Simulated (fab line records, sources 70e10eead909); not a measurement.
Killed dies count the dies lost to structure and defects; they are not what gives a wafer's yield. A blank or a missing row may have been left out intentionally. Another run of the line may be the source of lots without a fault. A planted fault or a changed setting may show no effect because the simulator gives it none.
Shared-tool check || flow nandHarc || 14 lots, 42 wafers sampled

WHY IT WAS OPENED
Flagged at NHARC_P_M1_CD_MEAS_09: reading cdNm, on 2 of 14 lots. Fault-free wafers read 129.6 nm, with a standard deviation of 0.68.
Rule: a lot is flagged in two cases, either no wafer of it has a number, or all its wafers with numbers fall more than 4 standard deviations from that mean. The rest of the lots are taken to be sound.

{"lot": "L413", "measured": "day 6 08:42", "on": "cdSem-03", "cdNm (nm), wafer by wafer": "128.9 129.7 129.4", "flag": ""}
{"lot": "L414", "measured": "day 6 12:19", "on": "cdSem-02", "cdNm (nm), wafer by wafer": "129.4 130.3 129.2", "flag": ""}
{"lot": "L416", "measured": "day 7 07:08", "on": "cdSem-02", "cdNm (nm), wafer by wafer": "128.3 130.1 129.2", "flag": ""}
{"lot": "L417", "measured": "day 7 22:51", "on": "cdSem-02", "cdNm (nm), wafer by wafer": "128.6 130.6 129.7", "flag": ""}
{"lot": "L418", "measured": "day 8 11:53", "on": "cdSem-01", "cdNm (nm), wafer by wafer": "129.1 128.1 129.8", "flag": ""}
{"lot": "L420", "measured": "day 9 02:58", "on": "cdSem-01", "cdNm (nm), wafer by wafer": "129.9 129.5 129.4", "flag": ""}
{"lot": "L424", "measured": "day 10 23:03", "on": "cdSem-03", "cdNm (nm), wafer by wafer": "129.9 129.2 130.2", "flag": ""}
{"lot": "L425", "measured": "day 11 02:02", "on": "cdSem-02", "cdNm (nm), wafer by wafer": "128.9 130.0 129.2", "flag": ""}
{"lot": "L427", "measured": "day 12 08:08", "on": "cdSem-01", "cdNm (nm), wafer by wafer": "129.8 130.6 129.4", "flag": ""}
{"lot": "L428", "measured": "day 12 09:07", "on": "cdSem-01", "cdNm (nm), wafer by wafer": "148.4 149.4 148.4", "flag": "FLAGGED"}
{"lot": "L430", "measured": "day 13 01:31", "on": "cdSem-02", "cdNm (nm), wafer by wafer": "148.0 148.3 148.6", "flag": "FLAGGED"}
{"lot": "L433", "measured": "day 14 13:13", "on": "cdSem-01", "cdNm (nm), wafer by wafer": "129.7 128.5 129.3", "flag": ""}
{"lot": "L434", "measured": "day 14 20:17", "on": "cdSem-03", "cdNm (nm), wafer by wafer": "129.7 129.0 129.1", "flag": ""}
{"lot": "L436", "measured": "day 16 01:31", "on": "cdSem-03", "cdNm (nm), wafer by wafer": "128.2 129.4 130.2", "flag": ""}
On average the flagged lots' numbers are 148.5 nm, which is +18.9 nm against the usual, or +28 standard deviations.

EACH LOT AND THE TOOL IT RAN ON
2 process steps preceding the reading are held in the record, out of 1302 steps in the route. In each cell: the tool, then ch and the chambers that the sampled wafers went through, then the start.
{"lot": "L413", "flag": "", "NHARC_P_M0_DEGAS_28": "pvdSputter-03, day 6 05:46", "NHARC_P_M1_PEB_07": "lithoTrack-06 ch 0, day 6 08:37"}
{"lot": "L414", "flag": "", "NHARC_P_M0_DEGAS_28": "pvdSputter-03, day 6 09:22", "NHARC_P_M1_PEB_07": "lithoTrack-06 ch 0, day 6 12:14"}
{"lot": "L416", "flag": "", "NHARC_P_M0_DEGAS_28": "pvdSputter-02, day 7 04:19", "NHARC_P_M1_PEB_07": "lithoTrack-04 ch 0, day 7 07:04"}
{"lot": "L417", "flag": "", "NHARC_P_M0_DEGAS_28": "pvdSputter-01, day 7 17:58", "NHARC_P_M1_PEB_07": "lithoTrack-01 ch 0, day 7 22:46"}
{"lot": "L418", "flag": "", "NHARC_P_M0_DEGAS_28": "pvdSputter-02, day 8 08:55", "NHARC_P_M1_PEB_07": "lithoTrack-04 ch 0, day 8 11:48"}
{"lot": "L420", "flag": "", "NHARC_P_M0_DEGAS_28": "pvdSputter-01, day 8 23:55", "NHARC_P_M1_PEB_07": "lithoTrack-06 ch 0, day 9 02:53"}
{"lot": "L424", "flag": "", "NHARC_P_M0_DEGAS_28": "pvdSputter-03, day 10 20:13", "NHARC_P_M1_PEB_07": "lithoTrack-04 ch 0, day 10 22:58"}
{"lot": "L425", "flag": "", "NHARC_P_M0_DEGAS_28": "pvdSputter-01, day 10 23:04", "NHARC_P_M1_PEB_07": "lithoTrack-04 ch 0, day 11 01:58"}
{"lot": "L427", "flag": "", "NHARC_P_M0_DEGAS_28": "pvdSputter-01, day 12 05:11", "NHARC_P_M1_PEB_07": "lithoTrack-06 ch 0, day 12 08:03"}
{"lot": "L428", "flag": "FLAGGED", "NHARC_P_M0_DEGAS_28": "pvdSputter-03, day 12 06:09", "NHARC_P_M1_PEB_07": "lithoTrack-04 ch 0, day 12 09:02"}
{"lot": "L430", "flag": "FLAGGED", "NHARC_P_M0_DEGAS_28": "pvdSputter-01, day 12 22:34", "NHARC_P_M1_PEB_07": "lithoTrack-04 ch 0, day 13 01:26"}
{"lot": "L433", "flag": "", "NHARC_P_M0_DEGAS_28": "pvdSputter-03, day 14 10:04", "NHARC_P_M1_PEB_07": "lithoTrack-06 ch 0, day 14 13:08"}
{"lot": "L434", "flag": "", "NHARC_P_M0_DEGAS_28": "pvdSputter-03, day 14 17:19", "NHARC_P_M1_PEB_07": "lithoTrack-06 ch 0, day 14 20:12"}
{"lot": "L436", "flag": "", "NHARC_P_M0_DEGAS_28": "pvdSputter-01, day 15 22:42", "NHARC_P_M1_PEB_07": "lithoTrack-01 ch 0, day 16 01:26"}
What is done by these steps:
- NHARC_P_M0_DEGAS_28: time 60 s.
- NHARC_P_M1_PEB_07: peb time 65 s.
- NHARC_P_M1_CD_MEAS_09: target cd 130 nm.

FLAGGED AGAINST TOTAL, ONE TOOL AT A TIME (gauges that did the reading follow at the end)
{"step": "NHARC_P_M0_DEGAS_28", "tool": "pvdSputter-01", "lots run": 6, "flagged": 1, "share of the flagged lots": "some", "sound lots run after its first flagged lot": "1 (L436)"}
{"step": "NHARC_P_M0_DEGAS_28", "tool": "pvdSputter-02", "lots run": 2, "flagged": 0, "share of the flagged lots": "none", "sound lots run after its first flagged lot": "-"}
{"step": "NHARC_P_M0_DEGAS_28", "tool": "pvdSputter-03", "lots run": 6, "flagged": 1, "share of the flagged lots": "some", "sound lots run after its first flagged lot": "2 (L433,L434)"}
{"step": "NHARC_P_M1_PEB_07", "tool": "lithoTrack-01", "lots run": 2, "flagged": 0, "share of the flagged lots": "none", "sound lots run after its first flagged lot": "-"}
{"step": "NHARC_P_M1_PEB_07", "tool": "lithoTrack-04", "lots run": 6, "flagged": 2, "share of the flagged lots": "all", "sound lots run after its first flagged lot": 0}
{"step": "NHARC_P_M1_PEB_07", "tool": "lithoTrack-06", "lots run": 6, "flagged": 0, "share of the flagged lots": "none", "sound lots run after its first flagged lot": "-"}
{"step": "NHARC_P_M1_CD_MEAS_09", "tool": "cdSem-01", "lots run": 5, "flagged": 1, "share of the flagged lots": "some", "sound lots run after its first flagged lot": "1 (L433)"}
{"step": "NHARC_P_M1_CD_MEAS_09", "tool": "cdSem-02", "lots run": 5, "flagged": 1, "share of the flagged lots": "some", "sound lots run after its first flagged lot": 0}
{"step": "NHARC_P_M1_CD_MEAS_09", "tool": "cdSem-03", "lots run": 4, "flagged": 0, "share of the flagged lots": "none", "sound lots run after its first flagged lot": "-"}

WHAT THE TABLE PERMITS
In the table, 1 row covers all flagged lots: lithoTrack-04 at NHARC_P_M1_PEB_07.
- lithoTrack-04 at NHARC_P_M1_PEB_07 ran 6 lots, 2 of them flagged. It ran its last sound lot, L425, at day 11 01:58 and its first flagged lot, L428, at day 12 09:02: a fault with its onset between the two fits. Its own readings (heaterPowerTotalW, plateTempC) fall more than 4 standard deviations out on all wafers of the flagged lots.
Left over: one tool, lithoTrack-04 at NHARC_P_M1_PEB_07.

WHAT THE SIMULATOR HAD INSERTED
Process parameters drifting: lithoTrack-04 at NHARC_P_M1_PEB_07, beginning at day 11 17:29. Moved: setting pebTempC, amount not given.
Struck lots among those shown: L428, L430. This agrees with what the rule above found.
